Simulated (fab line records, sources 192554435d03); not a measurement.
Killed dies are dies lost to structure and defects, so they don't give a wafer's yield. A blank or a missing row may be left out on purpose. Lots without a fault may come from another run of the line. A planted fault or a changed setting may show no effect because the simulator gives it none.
A struck lot beside a sound one | flow n5_finfet | 40 steps out of a route of 1938
Sound: wafers L800.1, L800.2, L800.5. Struck: wafer L819.6. (L819.4, L819.5 of the same lot were not struck and are left out.) The cause comes at the end.
At each step with rows: each side's tool, then ch and its chambers, then its first start. Under that, the readings that differ: sound wafers | struck wafers | difference of the means | sigmas: that difference in standard deviations of wafers without a fault.
alike: readings whose means differ by less than 2 such deviations, and words and numbers that are the same on both sides. not compared: withheld readings, readings that some wafer has no value for, bounds like >300 that may hide the same value, and numbers for which the record gives no deviation and whose values overlap.
The two part at a step that has a row with sigmas, a row that says differs or no value, or rows on one side only. Numbers that don't overlap but have no deviation are shown without sigmas and don't part them. A reading that every wafer of one side lacks parts them only if that side has two wafers or more.

N5_BEOL_M9_OCD_MEAS_38:
  sound on ocd-02, day 10 00:18; struck on ocd-02, day 14 21:36
  alike: trench_depth_nm
then, 4 steps without rows for these wafers: N5_BEOL_M9_HM_STRIP_39 (strips TiN in peroxide tin strip, target depth 25 nm, time 158 s); N5_BEOL_M9_SRD_40 (time 30 s); N5_BEOL_M9_PRECLEAN_42 (cleans in residue remover, time 60 s); N5_BEOL_M9_SRD_43 (time 30 s).
N5_BEOL_M9_CD_MEAS_35: target cd 70 nm, target cd y 40 nm.
  sound on cd_sem-02, day 10 00:27; struck on cd_sem-01, day 14 21:45
  alike: cd_nm
then, 1 step without rows for these wafers: N5_BEOL_M9_CURE_72 (cures SiCOH lowk, time 120 s).
N5_BEOL_M9_DEGAS_44: time 60 s.
  sound on pvd_sputter-01, day 10 01:56; struck on pvd_sputter-01, day 14 22:38
  alike: heater_power_w
N5_BEOL_M9_PRE_CLEAN_45: time 30 s.
  sound on pvd_sputter-01, day 10 01:58; struck on pvd_sputter-01, day 14 22:40
  alike: heater_power_w
then, 3 steps without rows for these wafers: N5_BEOL_M9_ALD_74 (deposits TaN, target thk 2 nm, pulse time 2 s, purge time 3 s); N5_BEOL_M9_SURFACE_TREAT_79; N5_BEOL_M9_CVD_78 (deposits Co from CCTBA/H2, target thk 2 nm, time 138.9 s).
N5_BEOL_M9_SPUTTER_48: material Cu, target thk 12 nm, time 2 s.
  sound on pvd_sputter-01, day 10 02:47; struck on pvd_sputter-02, day 14 23:17
  reading                 | sound             | struck | difference | sigmas
  chuck_sensor_temp_C (C) | -16.3 -16.7 -16.7 | -15.5  | +1.1       | +2
  alike: bias_v, throttle_valve_pct
then, 4 steps without rows for these wafers: N5_BEOL_M9_ECD_50 (material Cu, target thk 318 nm); N5_BEOL_M9_ANNEAL_51 (time 90 s); N5_BEOL_M9_CMP_52 (polishes, stops on SiCOH lowk, t overpolish 7 s, target thk 140 nm); N5_BEOL_M9_PRE_CLEAN_55 (time 15 s).
N5_BEOL_M9_DEP_56: deposits SiCN from 3MS/NH3, target thk 15 nm, time 26.5 s.
  sound on pecvd-02 ch 0,1, day 10 03:41; struck on pecvd-03 ch 0, day 15 00:23
  alike: showerhead_plenum_p_Torr, throttle_valve_pct
N5_BEOL_M9_RS_MEAS_57: measures by four-point-probe.
  sound on film_metro-01, day 10 03:47; struck on film_metro-02, day 15 00:26
  alike: M9_RS
then, 2 steps without rows for these wafers: N5_BEOL_M10_ILD_DEP_00 (deposits SiCOH lowk from DEMS/porogen, target thk 308.51 nm, time 58 s); N5_BEOL_M10_CURE_71 (cures SiCOH lowk, time 240 s).
N5_BEOL_M10_THK_MEAS_01:
  sound on film_metro-01, day 10 04:26; struck on film_metro-02, day 15 01:05
  alike: M10_ILD_THK
then, 10 steps without rows for these wafers: N5_BEOL_M10_PECVD_70 (deposits SiO2 from TEOS/O2, target thk 20 nm, time 22.7 s); N5_BEOL_M10_HM_DEP_02 (deposits TiN, target thk 20 nm); N5_BEOL_M10_COAT_59 (time 60 s, resist thk 100 nm); N5_BEOL_M10_COAT_60 (time 60 s, resist thk 30 nm); N5_BEOL_M10_COAT_05 (resist thk 90 nm); N5_BEOL_M10_EBR_07; N5_BEOL_M10_SOFTBAKE_06 (time 60 s); N5_BEOL_M10_EXPOSE_08 (exposes mask M10); N5_BEOL_M10_PEB_09 (peb time 60 s); N5_BEOL_M10_DEVELOP_10 (develop time 30 s).
N5_BEOL_M10_CD_MEAS_11: target cd 64.1 nm.
  sound on cd_sem-03 ch 0, day 10 05:05; struck on cd_sem-02 ch 0, day 15 02:19
  alike: cd_nm
N5_BEOL_M10_OVL_MEAS_12:
  sound on overlay-01 ch 0, day 10 05:07; struck on overlay-02 ch 0, day 15 02:20
  alike: M10_OVL
then, 1 step without rows for these wafers: N5_BEOL_M10_DESCUM_16 (chemistry O2, time 7.9 s).
N5_BEOL_M10_ETCH_61: etches SiARC in CF4, target depth 39 nm, time 65 s.
  sound on rie_diel-04 ch 0,2,3, day 10 05:12; struck on rie_diel-04 ch 3, day 15 03:14
  alike: drypump_motor_current_A, etch_rf_on_time_s, oes_product_au, rf_vpp_V, showerhead_plenum_p_Torr, throttle_valve_pct
  not compared: rf_hours_counter_h
N5_BEOL_M10_ETCH_62: etches SOC in N2/H2, target depth 110 nm, overetch 22 nm, time 165 s.
  sound on rie_diel-04 ch 0,2,3, day 10 05:15; struck on rie_diel-04 ch 3, day 15 03:17
  alike: drypump_motor_current_A, oes_product_au, rf_vpp_V, showerhead_plenum_p_Torr, throttle_valve_pct
  not compared: rf_hours_counter_h
then, 2 steps without rows for these wafers: N5_BEOL_M10_STRIP_68 (strips in N2/H2); N5_BEOL_M10_STRIP_67 (strips in CF4).
-- the record jumps here: 2 days lie between the struck wafers' starts before and after (it left off in module BEOL_M10 and takes up again in module PASSIVATION, whose first step shown is number 1936 of the route) --
N5_PASSIVATION_PROBE_49:
  sound on prober-01, day 12 15:28; struck on prober-02, day 17 05:15
  reading                  | sound          | struck | difference | sigmas
  defect_limited_yield (%) | 91.0 91.9 92.4 | 82.5   | -9.3       | -7
  killed_at_M4_up          | 5 8 6          | 113    | +107       | +19
  killed_dies              | 106 95 90      | 206    | +109       | +7
  killed_on_rim            | 12 10 12       | 32     | +21        | +6
  sort_bin_5_function (%)  | 5.3 4.2 4.7    | 9.8    | +5.1       | +6
  sort_n_pass              | 1074 1085 1090 | 974    | -109       | -7
  sort_yield_pct (%)       | 91.0 91.9 92.4 | 82.5   | -9.3       | -7
  alike: killed_at_M0_to_M3, killed_at_contacts, killed_at_front_end, killed_at_other, killed_open, killed_short, sort_bin_6_memory

WHERE THEY PART
First at N5_BEOL_M9_SPUTTER_48; last, within this record, at N5_PASSIVATION_PROBE_49.

WHY: what the simulator had put in
Chamber particle source: pvd_sputter-02, from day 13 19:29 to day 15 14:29, at N5_BEOL_M9_SPUTTER_48. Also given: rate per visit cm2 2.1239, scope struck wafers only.
